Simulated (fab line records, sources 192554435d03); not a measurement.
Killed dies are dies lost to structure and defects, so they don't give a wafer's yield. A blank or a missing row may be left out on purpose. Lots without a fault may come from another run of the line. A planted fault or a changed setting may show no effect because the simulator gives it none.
A struck lot beside a sound one | flow n5_finfet | 24 steps out of a route of 1938
Sound: wafers L768.1, L768.3, L768.5. Struck: wafers L757.3, L757.5, L757.6. The cause comes at the end.
At each step with rows: each side's tool, then ch and its chambers, then its first start. Under that, the readings that differ: sound wafers | struck wafers | difference of the means | sigmas: that difference in standard deviations of wafers without a fault.
alike: readings whose means differ by less than 2 such deviations, and words and numbers that are the same on both sides. not compared: withheld readings, readings that some wafer has no value for, bounds like >300 that may hide the same value, and numbers for which the record gives no deviation and whose values overlap.
The two part at a step that has a row with sigmas, a row that says differs or no value, or rows on one side only. Numbers that don't overlap but have no deviation are shown without sigmas and don't part them. A reading that every wafer of one side lacks parts them only if that side has two wafers or more.

first, 11 steps without rows for these wafers: N5_BEOL_M0_SAQP_MANDREL_ETCH_103 (etches a-Si in HBr/Cl2, stops on SiCN, target depth 45 nm, bt time 10 s, time 27 s); N5_BEOL_M0_SAQP_RECESS_104 (chemistry HF/NH3, target SiO2, target depth 18 nm, afs cycles 3, sublimation time 60 s); N5_BEOL_M0_SAQP_COAT_105 (time 60 s, resist thk 100 nm); N5_BEOL_M0_SAQP_ETCH_106 (etches SOC in N2/H2, stops on SiNx, target depth 150 nm); N5_BEOL_M0_SAQP_ETCH_107 (etches SiNx in CH3F/O2, target depth 30 nm); N5_BEOL_M0_SAQP_STRIP_108 (strips in N2/H2); N5_BEOL_M0_SAQP_RECESS_109 (chemistry HF/NH3, target SiO2, target depth 3 nm, afs cycles 1, sublimation time 60 s); N5_BEOL_M0_SAQP_SPACER2_ALD_26 (deposits SiO2, target thk 15 nm, pulse time 1 s, purge time 2 s); N5_BEOL_M0_SAQP_SPACER2_ETCHBACK_27 (etches SiO2 in CHF3/O2, target depth 22.5 nm, time 11.25 s); N5_BEOL_M0_SAQP_MANDREL2_REMOVE_110 (chemistry HBr/Cl2/O2, target a-Si, stops on SiCN, bt time 10 s); N5_BEOL_M0_SAQP_COAT_69 (time 60 s, resist thk 90 nm).
N5_BEOL_M0_SAQP_COAT_72: time 60 s, resist thk 15 nm.
  sound on litho_track-04 ch 0, day 9 20:52; struck on litho_track-05 ch 0, day 6 19:52
  reading              | sound                | struck               | difference | sigmas
  spin_speed_rpm (rpm) | 1499.0 1501.4 1503.6 | 1550.0 1548.3 1549.6 | +48.0      | +49
then, 9 steps without rows for these wafers: N5_BEOL_M0_SAQP_COAT_87 (time 60 s, resist thk 5 nm); N5_BEOL_M0_SAQP_COAT_34 (resist thk 30 nm); N5_BEOL_M0_SAQP_EBR_36; N5_BEOL_M0_SAQP_SOFTBAKE_35 (time 60 s); N5_BEOL_M0_SAQP_EXPOSE_37 (exposes mask M0 CUT1, target cd 30 nm); N5_BEOL_M0_SAQP_PEB_38 (peb time 60 s); N5_BEOL_M0_SAQP_DEVELOP_39 (develop time 30 s); N5_BEOL_M0_SAQP_DESCUM_45 (chemistry O2, time 7 s); N5_BEOL_M0_SAQP_ETCH_88 (etches underlayer in N2/H2, target depth 6.5 nm, time 5.2 s).
N5_BEOL_M0_SAQP_ETCH_73: etches SiARC in CF4, target depth 19.5 nm, time 32.5 s.
  sound on rie_diel-05 ch 0,3, day 9 21:28; struck on rie_diel-05 ch 0,1,3, day 6 20:43
  reading                  | sound             | struck            | difference | sigmas
  model.etch.depth_nm (nm) | 15.06 15.03 15.05 | 14.72 14.79 14.79 | -0.28      |
  alike: drypump_motor_current_A, etch_rf_on_time_s, oes_product_au, rf_vpp_V, showerhead_plenum_p_Torr, throttle_valve_pct
  not compared: rf_hours_counter_h
then, 1 step without rows for these wafers: N5_BEOL_M0_SAQP_CUT_ETCH_46 (etches SOC in N2/H2, target depth 135 nm, overetch 27 nm, time 202.5 s).
-- the record jumps here: 2 days lie between the struck wafers' starts before and after (it left off in module BEOL_M0_SAQP and takes up again in module BEOL_M4, whose first step shown is number 1111 of the route) --
N5_BEOL_M4_RC_MEAS_101:
  sound on prober-01 ch 0, day 12 03:27; struck on prober-01 ch 0, day 9 00:23
  alike: DIBL_N, DIBL_P, IOFF_N, IOFF_P, ION_N, ION_P, SS_N, SS_P, VT_N, VT_P

WHERE THEY PART
Only at N5_BEOL_M0_SAQP_COAT_72, within this record. Later steps at which nothing parts them and some readings are alike: N5_BEOL_M0_SAQP_ETCH_73, N5_BEOL_M4_RC_MEAS_101.

WHY: what the simulator had put in
Process parameter drift: litho_track-05, from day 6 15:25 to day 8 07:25, at N5_BEOL_M0_SAQP_COAT_72. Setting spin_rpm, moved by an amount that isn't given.
